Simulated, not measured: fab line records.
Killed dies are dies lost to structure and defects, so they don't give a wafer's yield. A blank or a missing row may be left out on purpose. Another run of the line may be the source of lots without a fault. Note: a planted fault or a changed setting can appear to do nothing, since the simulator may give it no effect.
Which tool did it? | flow nand harc | 13 lots, 39 wafers sampled, at 2 steps of a route of 1159

WHAT THE GAUGES READ, wafer by wafer
NHARC_A_SGD_CUT_OVL_MEAS_10. Usual: overlay x nm -0.3 nm, standard deviation 0.86; overlay y nm -0.1 nm, standard deviation 0.76.
lot  | measured     | on         | overlay x nm (nm) | overlay y nm (nm) | flag
L213 | day 14 07:30 | overlay-02 | -1.7 -1.3 -1.7    | -1.6 -1.3 -1.1    |
L209 | day 14 07:44 | overlay-01 | 0.4 0.5 0.2       | 1.5 1.3 1.1       |
L212 | day 14 08:34 | overlay-02 | 0.3 0.3 0.0       | 0.7 0.3 0.8       |
L210 | day 14 14:17 | overlay-01 | 1.2 0.4 0.8       | -0.5 -1.3 -1.3    |
L214 | day 14 15:31 | overlay-01 | -0.3 -0.5 -0.4    | -0.6 -0.5 -0.7    |
L215 | day 15 01:21 | overlay-02 | 0.4 -0.1 0.0      | -0.8 -1.0 -1.2    |
L216 | day 15 14:32 | overlay-01 | 0.9 0.1 0.6       | -0.2 -0.3 -0.1    |
L218 | day 16 02:25 | overlay-01 | -1.1 -1.1 -1.0    | 1.0 0.9 1.7       |
L219 | day 17 04:32 | overlay-02 | 0.2 0.5 -0.4      | 0.4 0.0 -0.2      |
L225 | day 17 19:29 | overlay-01 | -2.6 -2.2 -2.5    | 0.5 0.4 0.1       |
L223 | day 17 22:37 | overlay-02 | 0.6 0.6 0.4       | 0.4 0.5 0.3       |
L227 | day 18 08:19 | overlay-01 | -0.4 -0.6 -0.3    | -1.4 -0.3 -1.2    |
L231 | day 19 08:23 | overlay-02 | -0.6 -0.7 -0.9    | 0.1 0.3 0.1       |

EACH LOT AND THE TOOL THAT RAN IT (in order: tool; ch and the chambers of the sampled wafers; start)
lot  | NHARC_A_STAIRCASE_DEP_471
L213 | pecvd-04 ch 1,2, day 14 05:57
L209 | pecvd-02 ch 0,1,2, day 14 06:13
L212 | pecvd-02 ch 0,1, day 14 07:06
L210 | pecvd-01 ch 0,1, day 14 12:46
L214 | pecvd-01 ch 0,1,2, day 14 13:58
L215 | pecvd-01 ch 1,2, day 14 23:46
L216 | pecvd-04 ch 0,1,2, day 15 13:04
L218 | pecvd-04 ch 0,1,2, day 16 00:57
L219 | pecvd-01 ch 0,1,2, day 17 03:02
L225 | pecvd-04 ch 1,2, day 17 17:51
L223 | pecvd-04 ch 0,1,2, day 17 20:58
L227 | pecvd-02 ch 0,1,2, day 18 06:58
L231 | pecvd-02 ch 0,1, day 19 06:53
- NHARC_A_STAIRCASE_DEP_471: deposits SiO2, target thk 100 nm.

WHAT THE TOOLS THEMSELVES READ (means of the sampled wafers that have a number; where no wafer has one, the mark that the record gives instead)
NHARC_A_STAIRCASE_DEP_471. Usual: heater power w 562 W, standard deviation 140; throttle valve pct 15.7 %, standard deviation 0.56.
lot  | tool     | heater power w (W) | throttle valve pct (%) | flag
L213 | pecvd-04 | 697                | 15.5                   |
L209 | pecvd-02 | 574                | 16.4                   |
L212 | pecvd-02 | 543                | 16.9                   |
L210 | pecvd-01 | 572                | 15.3                   |
L214 | pecvd-01 | 508                | 15.6                   |
L215 | pecvd-01 | 423                | 15.4                   |
L216 | pecvd-04 | 687                | 15.3                   |
L218 | pecvd-04 | 638                | 15.2                   |
L219 | pecvd-01 | 415                | 15.7                   |
L225 | pecvd-04 | 704                | 15.6                   |
L223 | pecvd-04 | 633                | 15.4                   |
L227 | pecvd-02 | 596                | 16.4                   |
L231 | pecvd-02 | 559                | 16.8                   |

THE ANSWER, worked out from the rows above alone
Rule: lot off if the mean of its wafers having a number is beyond 3 standard deviations from the usual mean. Also off: a lot with no number at a reading for which 4 or more lots have one. Any other lot the step has rows for is counted as sound. The gauges are gone through in route order, then the tools' own readings, and for those a lot's mean is taken as printed above. At the first step where some lot is off, the reading lying furthest off is the one used; lots without a number count as furthest.
No lot is off on any of the readings shown, so nothing can be concluded from this.

WHAT THE SIMULATOR HAD PUT IN
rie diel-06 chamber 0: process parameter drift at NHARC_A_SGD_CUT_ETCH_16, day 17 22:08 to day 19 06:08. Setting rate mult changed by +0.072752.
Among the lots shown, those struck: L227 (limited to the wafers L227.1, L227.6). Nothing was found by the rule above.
